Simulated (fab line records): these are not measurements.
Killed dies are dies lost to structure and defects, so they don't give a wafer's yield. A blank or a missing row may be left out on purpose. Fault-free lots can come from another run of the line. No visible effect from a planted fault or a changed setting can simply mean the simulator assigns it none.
fab line records	flow n5_finfet
record: lots: 6	wafers: 17	last_day: 19
route steps=1938 shown BEOL_M4@1074 PASSIVATION@1936
lots untouched by any fault: they come from a run of this same line in which no faults occurred
start_h: start of the lot's first displayed wafer, in hours after the record's first day	wait_h: how many hours have passed since the lot's step before this one	" unchanged from the row above	L1.1+2: one row covering several wafers at once	- either no value or no given start	* or withheld: withheld	< > ~ a bound
route shown NAME@n: names a module that has steps shown in the file, with the first one's number in the route	usual: mean/standard deviation of fault-free wafers	same: alike in all rows	chamber/n: place in a boat	sites: readings site by site	_std_site: the values' standard deviation	_edge_site: outer sites' mean less inner sites'	radius_mm: for every site, how far away it sits from the centre of the wafer	mask NAME#n: copy n	behind: the tool/chamber that last shaped the wafer	hold: why the lot was held/for how many hours/how that ended	device: which transistor (n, p or np) failed to switch	end of line: the same wafers' tests at the end of the route	for a step that has no rows: nothing shown but its recipe	killed: dies lost to structure and defects at the first sort, not the wafer's yield	map: the dies of a wafer, with x for killed, . for not killed, _ for no die there
set.NAME: the run value of the setting; set.NAME@STEP: its run value at that earlier step	model.NAME: the simulator's own value behind a step, which no gauge read
lots at selected steps of the route; one table per step, one row per wafer
services: from which hour (start_h, from the record's first day; less than 0 if before it) a tool's chamber was out of use, for how many hours, and why
== steps ==
step: N5_BEOL_M4_HM_STRIP_39
recipe: chemistry: peroxide_tin_strip	material: TiN	target_depth_a: 250	temp_c: 50	time_s: 158
step: N5_BEOL_M4_SRD_40
recipe: time_s: 30	temp_c: 23	rinse_liquid: diw	dry: ipa_marangoni
step: N5_BEOL_M4_PRECLEAN_42
recipe: chemistry: residue_remover	time_s: 60	temp_c: 40
step: N5_BEOL_M4_SRD_43
recipe: time_s: 30	temp_c: 23	rinse_liquid: diw	dry: ipa_marangoni
step: N5_BEOL_M4_CD_MEAS_35
recipe: target_cd_nm: 18	target_cd_y_nm: 22.4	polarity: opening
usual: cd_nm: 18.0/0.32
lot.wafer	tool	chamber	start_h	wait_h	cd_nm
L175.1	cd_sem-03	-	223.95	0.0	17.8
L175.2	"	-	"	"	18.2
L175.4	"	-	"	"	17.9
L179.4	cd_sem-02	-	250.88	0.0	17.6
L179.5	"	-	"	"	17.9
L179.6	"	-	"	"	17.5
L181.4	cd_sem-02	-	257.08	0.0	18.0
L181.5	"	-	"	"	17.7
L181.6	"	-	"	"	18.4
L188.2	cd_sem-02	-	328.35	0.0	18.3
L188.4	"	-	"	"	17.6
L188.5	"	-	"	"	18.4
L187.1	cd_sem-01	-	328.38	0.0	17.7
L187.5	"	-	"	"	18.5
L187.6	"	-	"	"	18.4
L189.5	cd_sem-01	-	331.75	0.0	17.9
L189.6	"	-	"	"	17.7
step: N5_BEOL_M4_DEGAS_44
recipe: ambient: vacuum	temp_c: 250	time_s: 60
usual: heater_power_w: 332/33
lot.wafer	tool	chamber	start_h	wait_h	heater_power_w
L175.1	pvd_sputter-03	-	224.36	0.4	327
L175.2	"	-	"	"	379
L175.4	"	-	"	"	295
L179.4	pvd_sputter-01	-	251.01	0.1	277
L179.5	"	-	"	"	277
L179.6	"	-	"	"	347
L181.4	pvd_sputter-02	-	257.62	0.5	313
L181.5	"	-	"	"	322
L181.6	"	-	"	"	329
L188.2	pvd_sputter-02	-	328.73	0.4	334
L188.4	"	-	"	"	327
L188.5	"	-	"	"	318
L187.1	pvd_sputter-03	-	328.78	0.4	301
L187.5	"	-	"	"	287
L187.6	"	-	"	"	336
L189.5	pvd_sputter-03	-	332.14	0.4	336
L189.6	"	-	"	"	302
step: N5_BEOL_M4_PRE_CLEAN_45
recipe: gas: H2/He	time_s: 30	temp_c: 250
usual: heater_power_w: 331/33
lot.wafer	tool	chamber	start_h	wait_h	heater_power_w
L175.1	pvd_sputter-03	-	224.40	0.0	333
L175.2	"	-	"	"	389
L175.4	"	-	"	"	294
L179.4	pvd_sputter-01	-	251.05	0.0	279
L179.5	"	-	"	"	283
L179.6	"	-	"	"	357
L181.4	pvd_sputter-02	-	257.66	0.0	319
L181.5	"	-	"	"	323
L181.6	"	-	"	"	326
L188.2	pvd_sputter-02	-	328.77	0.0	331
L188.4	"	-	"	"	320
L188.5	"	-	"	"	317
L187.1	pvd_sputter-03	-	328.82	0.0	289
L187.5	"	-	"	"	291
L187.6	"	-	"	"	337
L189.5	pvd_sputter-03	-	332.18	0.0	343
L189.6	"	-	"	"	302
step: N5_BEOL_M4_ALD_84
recipe: material: TaN	target_thk_a: *	temp_c: 275	ald_precursor_family: PDMAT	ald_co_reactant: NH3	pressure_torr: 3	carrier_flow_sccm: 1500	pulse_time_s: 2	purge_time_s: 3	co_reactant_purge_time_s: 2	co_reactant_pulse_time_s: 3	ald_cycles: 30	precursor_vessel_temp_c: 75	precursor_vessel_pressure_torr: 26.25	precursor_vessel_carrier_sccm: 1000
usual: heater_power_w: 417/45	mfc_carrier_sccm: 1500/4.5
lot.wafer	tool	chamber	start_h	wait_h	heater_power_w	mfc_carrier_sccm
L175.1	ald_metal-03	3	224.46	0.0	410	1504
L175.2	"	0	"	"	380	1497
L175.4	"	1	"	"	416	1500
L179.4	ald_metal-03	1	251.22	0.2	426	1501
L179.5	"	2	"	"	429	1496
L179.6	"	0	"	"	370	1501
L181.4	ald_metal-01	2	257.72	0.0	410	1496
L181.5	"	1	"	"	329	1499
L181.6	"	0	"	"	469	1503
L188.2	ald_metal-02	2	328.84	0.0	373	1507
L188.4	"	0	"	"	518	1498
L188.5	"	1	"	"	410	1503
L187.1	ald_metal-03	2	328.88	0.0	451	1499
L187.5	"	1	"	"	418	1493
L187.6	"	0	"	"	378	1495
L189.5	ald_metal-02	3	332.33	0.1	409	1492
L189.6	"	2	"	"	371	1493
step: N5_BEOL_M4_SURFACE_TREAT_85
recipe: gas: Ar	time_s: *	ion_energy_ev: *	ion_current_ma_cm2: 0.5	pressure_mtorr: *	ar_flow_sccm: 30
step: N5_BEOL_M4_CVD_47
recipe: material: Co	target_thk_a: 30	temp_c: withheld	precursor: CCTBA/H2	pressure_torr: 30	time_s: 223.8
step: N5_BEOL_M4_SPUTTER_48
recipe: material: Cu	target_thk_a: 45	temp_c: -20	chamber_pressure_pa: 0.07	power_w: withheld	time_s: 8.29
step: N5_BEOL_M4_ANNEAL_49
recipe: temp_c: 400	time_s: 240	ambient: vacuum
usual: heater_power_w: 826/75
lot.wafer	tool	chamber	start_h	wait_h	heater_power_w
L175.1	pvd_sputter-03	-	225.24	0.0	974
L175.2	"	-	"	"	739
L175.4	"	-	"	"	822
L179.4	pvd_sputter-02	-	251.65	0.0	814
L179.5	"	-	"	"	792
L179.6	"	-	"	"	820
L181.4	pvd_sputter-02	-	258.30	0.0	901
L181.5	"	-	"	"	834
L181.6	"	-	"	"	827
L188.2	pvd_sputter-02	-	329.54	0.0	796
L188.4	"	-	"	"	815
L188.5	"	-	"	"	774
L187.1	pvd_sputter-03	-	329.84	0.0	810
L187.5	"	-	"	"	840
L187.6	"	-	"	"	755
L189.5	pvd_sputter-01	-	332.89	0.1	920
L189.6	"	-	"	"	718
step: N5_BEOL_M4_SPUTTER_79
recipe: material: Cu	target_thk_a: 45	temp_c: -20	chamber_pressure_pa: 0.07	power_w: withheld	time_s: 8.29
usual: chamber_pressure_pa: 0.07001/0.00015	chuck_gas_flow_sccm: 1.26/0.053	throttle_valve_pct: 30.2/1.2
lot.wafer	tool	chamber	start_h	wait_h	chamber_pressure_pa	chuck_gas_flow_sccm	throttle_valve_pct
L175.1	pvd_sputter-03	-	225.38	0.1	0.06986	1.29	32.8
L175.2	"	-	"	"	0.07004	1.16	29.4
L175.4	"	-	"	"	0.07005	1.27	30.2
L179.4	pvd_sputter-02	-	251.79	0.1	0.08174	1.15	26.4
L179.5	"	-	"	"	0.08171	1.29	27.3
L179.6	"	-	"	"	0.08178	1.23	26.6
L181.4	pvd_sputter-02	-	258.44	0.1	0.0816	1.29	27.3
L181.5	"	-	"	"	0.0821	1.24	26.4
L181.6	"	-	"	"	0.08195	1.23	26.7
L188.2	pvd_sputter-02	-	329.68	0.1	0.07001	1.26	29.3
L188.4	"	-	"	"	0.06998	1.28	28.9
L188.5	"	-	"	"	0.06996	1.28	29.4
L187.1	pvd_sputter-03	-	329.98	0.1	0.07025	1.21	30.5
L187.5	"	-	"	"	0.07022	1.33	30.4
L187.6	"	-	"	"	0.07032	1.23	31.2
L189.5	pvd_sputter-01	-	333.00	0.0	0.06992	1.29	31.4
L189.6	"	-	"	"	0.06999	1.30	31.4
step: N5_BEOL_M4_ANNEAL_80
recipe: temp_c: 400	time_s: 240	ambient: vacuum
usual: heater_power_w: 828/77
lot.wafer	tool	chamber	start_h	wait_h	heater_power_w
L175.1	pvd_sputter-03	-	225.46	0.0	991
L175.2	"	-	"	"	750
L175.4	"	-	"	"	842
L179.4	pvd_sputter-02	-	251.87	0.0	839
L179.5	"	-	"	"	790
L179.6	"	-	"	"	800
L181.4	pvd_sputter-02	-	258.52	0.0	929
L181.5	"	-	"	"	839
L181.6	"	-	"	"	826
L188.2	pvd_sputter-02	-	329.76	0.0	803
L188.4	"	-	"	"	826
L188.5	"	-	"	"	807
L187.1	pvd_sputter-03	-	330.06	0.0	821
L187.5	"	-	"	"	825
L187.6	"	-	"	"	721
L189.5	pvd_sputter-01	-	333.11	0.1	956
L189.6	"	-	"	"	697
step: N5_BEOL_M4_RC_MEAS_101
usual: DIBL_N: 37.2/2.1	DIBL_P: 37.3/2.3	IOFF_N: 0.18/0.041	IOFF_P: 0.24/0.042	ION_N: 680/13	ION_P: 466/7.7	SS_N: 71.8/0.68	SS_P: 73.5/0.66	VT_N: 249/3.6	VT_P: -248/3.4
lot.wafer	tool	chamber	start_h	wait_h	DIBL_N[mV/V]	DIBL_P[mV/V]	IOFF_N[nA/um]	IOFF_P[nA/um]	ION_N[uA/um]	ION_P[uA/um]	SS_N[mV/dec]	SS_P[mV/dec]	VT_N[mV]	VT_P[mV]
L175.1	prober-02	0	228.02	0.0	34.0	34.7	0.15	0.24	676	473	71.2	73.5	250	-245
L175.2	"	0	"	"	34.9	35.6	0.17	0.26	680	474	72.8	73.0	248	-242
L175.4	"	0	"	"	30.1	30.5	0.09	0.19	659	472	70.6	72.4	255	-246
L179.4	prober-02	0	255.43	0.5	36.2	35.6	0.15	0.21	671	463	72.3	73.4	251	-248
L179.5	"	0	"	"	37.8	38.7	0.18	0.26	669	460	72.3	73.7	249	-249
L179.6	"	0	"	"	37.8	37.5	0.19	0.25	670	458	73.3	73.5	251	-247
L181.4	prober-02	0	261.56	0.5	36.4	36.4	0.15	0.17	666	453	71.2	73.0	249	-256
L181.5	"	0	"	"	36.9	37.7	0.15	0.19	664	446	71.6	73.6	250	-255
L181.6	"	0	"	"	36.3	37.3	0.15	0.19	667	451	71.4	73.2	250	-254
L188.2	prober-01	0	332.52	0.2	35.1	36.0	0.14	0.21	669	468	71.3	73.0	255	-251
L188.4	"	0	"	"	35.4	37.4	0.15	0.25	672	469	71.0	72.8	251	-246
L188.5	"	0	"	"	34.0	35.7	0.14	0.21	669	464	70.7	72.6	254	-249
L187.1	prober-02	0	333.14	0.0	36.8	36.7	0.17	0.21	680	462	72.4	73.4	250	-252
L187.5	"	0	"	"	35.1	36.1	0.15	0.20	685	466	71.2	74.2	249	-252
L187.6	"	0	"	"	37.7	37.5	0.19	0.22	685	460	72.2	73.7	248	-251
L189.5	prober-02	0	336.51	0.6	39.7	40.4	0.25	0.33	698	472	72.4	74.7	246	-243
L189.6	"	0	"	"	39.6	39.7	0.24	0.31	690	468	72.3	74.9	247	-244
step: N5_PASSIVATION_PROBE_49
usual: defect_limited_yield: 91.0/1.6	killed_at_M0_to_M3: 35/11	killed_at_M4_up: 14/5.3	killed_at_contacts: 13/6.7	killed_at_front_end: 41/12	killed_at_other: 3.9/2.7	killed_dies: 106/19	killed_open: 70/14	killed_short: 35/8.8	sort_bin_5_function: 5.3/1	sort_bin_6_memory: 3.3/0.81	sort_n_pass: 1073/19	sort_yield_pct: 91.0/1.6
same: gross_dies: 1180	killed_at_back_side: 0	sort_bin_4_leakage[%]: 0	sort_bin_8_speed[%]: 0
lot.wafer	tool	chamber	start_h	wait_h	defect_limited_yield[%]	killed_at_M0_to_M3	killed_at_M4_up	killed_at_contacts	killed_at_front_end	killed_at_other	killed_dies	killed_open	killed_short	sort_bin_5_function[%]	sort_bin_6_memory[%]	sort_n_pass	sort_yield_pct[%]
L175.1	prober-01	-	335.31	0.0	92.5	26	17	3	38	4	88	67	20	4.2	3.2	1092	92.5
L175.2	prober-01	-	335.36	0.1	91.4	35	18	5	39	5	102	68	34	5.1	3.2	1078	91.4
L175.4	prober-01	-	335.46	0.2	89.5	38	16	21	45	4	124	75	48	5.6	4.5	1056	89.5
L179.4	prober-02	-	358.52	0.2	90.9	31	23	16	34	3	107	67	40	5.8	3.0	1073	90.9
L179.5	prober-02	-	358.57	0.2	89.9	30	17	16	55	1	119	82	37	5.2	4.5	1061	89.9
L179.6	prober-02	-	358.62	0.3	91.2	38	13	11	41	1	104	66	38	5.3	3.1	1076	91.2
L181.5	prober-02	-	369.84	0.2	90.9	37	15	14	37	4	107	67	40	5.3	3.3	1073	90.9
L188.2	prober-01	-	450.06	0.1	88.1	43	16	23	57	1	140	96	42	6.7	4.7	1040	88.1
L188.4	prober-01	-	450.16	0.2	92.5	25	4	16	42	1	88	54	34	4.7	2.5	1092	92.5
L188.5	prober-01	-	450.21	0.2	89.8	42	13	7	54	4	120	73	45	6.3	3.1	1060	89.8
killed by level:class
L175.1 STI_FIN_REVEAL:geometric_particle:open=14 BEOL_M4:geometric_particle:open=10 FIN_SAQP:geometric_particle:open=8 BEOL_M3:geometric_particle:open=8 BEOL_M1:geometric_particle:open=7 FIN_SAQP:geometric_particle:short=4 MOL_CONTACT_COAG:geometric_particle:open=3 BEOL_M0_SAQP:geometric_particle:open=3
L175.2 BEOL_M4:geometric_particle:open=12 BEOL_M0_SAQP:geometric_particle:open=11 FIN_SAQP:geometric_particle:short=10 BEOL_M0_SAQP:geometric_particle:short=10 FIN_SAQP:geometric_particle:open=9 BEOL_M0:geometric_particle:open=6 STI_FIN_REVEAL:geometric_particle:open=5 DUMMY_GATE:geometric_particle:open=5
L175.4 STI_FIN_REVEAL:geometric_particle:open=16 MOL_CONTACT_COAG:geometric_particle:open=14 BEOL_M0_SAQP:geometric_particle:short=14 FIN_SAQP:geometric_particle:short=9 MOL_CONTACT_COAG:geometric_particle:short=7 DUMMY_GATE:geometric_particle:open=6 BEOL_M0_SAQP:geometric_particle:open=6 BEOL_M4:geometric_particle:open=6
L179.4 FIN_SAQP:geometric_particle:short=11 BEOL_M4:geometric_particle:open=11 MOL_CONTACT_COAG:geometric_particle:open=10 BEOL_M0_SAQP:geometric_particle:open=9 FIN_SAQP:geometric_particle:open=7 BEOL_M0:geometric_particle:open=7 MOL_CONTACT_COAG:geometric_particle:short=6 BEOL_M4:geometric_particle:short=6
L179.5 FIN_SAQP:geometric_particle:open=19 FIN_SAQP:geometric_particle:short=13 MOL_CONTACT_COAG:geometric_particle:open=13 STI_FIN_REVEAL:geometric_particle:open=10 BEOL_M0_SAQP:geometric_particle:short=9 BEOL_M4:geometric_particle:open=8 BEOL_M3:geometric_particle:open=6 BEOL_M1:geometric_particle:open=4
L179.6 FIN_SAQP:geometric_particle:open=11 BEOL_M4:geometric_particle:open=9 MOL_CONTACT_COAG:geometric_particle:open=9 BEOL_M3:geometric_particle:open=9 FIN_SAQP:geometric_particle:short=8 BEOL_M0_SAQP:geometric_particle:open=7 BEOL_M0_SAQP:geometric_particle:short=7 GATE_CUT:geometric_particle:short=6
L181.5 BEOL_M0_SAQP:geometric_particle:open=12 FIN_SAQP:geometric_particle:short=11 FIN_SAQP:geometric_particle:open=10 MOL_CONTACT_COAG:geometric_particle:open=10 BEOL_M0_SAQP:geometric_particle:short=9 STI_FIN_REVEAL:geometric_particle:open=8 BEOL_M1:geometric_particle:open=7 BEOL_M4:geometric_particle:open=6
L188.2 STI_FIN_REVEAL:geometric_particle:open=23 MOL_CONTACT_COAG:geometric_particle:open=18 BEOL_M0_SAQP:geometric_particle:short=14 BEOL_M0_SAQP:geometric_particle:open=12 STARTING-WAFER:geometric_particle:open=8 BEOL_M4:geometric_particle:open=7 BEOL_M2:geometric_particle:open=7 FIN_SAQP:geometric_particle:open=5
L188.4 MOL_CONTACT_COAG:geometric_particle:open=14 STI_FIN_REVEAL:geometric_particle:open=9 FIN_SAQP:geometric_particle:open=7 FIN_SAQP:geometric_particle:short=7 BEOL_M0_SAQP:geometric_particle:short=7 BEOL_M0_SAQP:geometric_particle:open=5 BEOL_M1:geometric_particle:short=4 DUMMY_GATE:geometric_particle:open=4
L188.5 STI_FIN_REVEAL:geometric_particle:open=16 BEOL_M0_SAQP:geometric_particle:short=13 BEOL_M0_SAQP:geometric_particle:open=13 FIN_SAQP:geometric_particle:short=10 GATE_CUT:geometric_particle:short=8 BEOL_M2:geometric_particle:open=7 MOL_CONTACT_COAG:geometric_particle:open=6 FIN_SAQP:geometric_particle:open=5
== services ==
tool	chamber	start_h	hours	kind
ald_metal-01	-	205.13	8.7	pm
ald_metal-01	3	234.58	3.0	repair
ald_metal-03	3	246.81	7.2	repair
pvd_sputter-03	-	294.50	0.8	repair
ald_metal-03	-	318.79	1.7	repair
== key ==
first_sign: step: N5_BEOL_M4_SPUTTER_79	reading: chamber_pressure_pa	direction: up	sigmas: 81	usual: 0.07001	struck: 0.08181
effect none on later readings
met_at N5_BEOL_M4_SPUTTER_79
struck_wafers L179.4,L179.5,L179.6,L181.4,L181.5,L181.6
fault: kind: process_parameter_drift	tool: pvd_sputter-02	chamber: -	onset_h: 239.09	steps: N5_BEOL_M4_SPUTTER_79	channel: chamber_pressure_pa	offset: 0.01171	shape: step	end_h: 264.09	acts_in: these_recipes_only	stated: 0.07
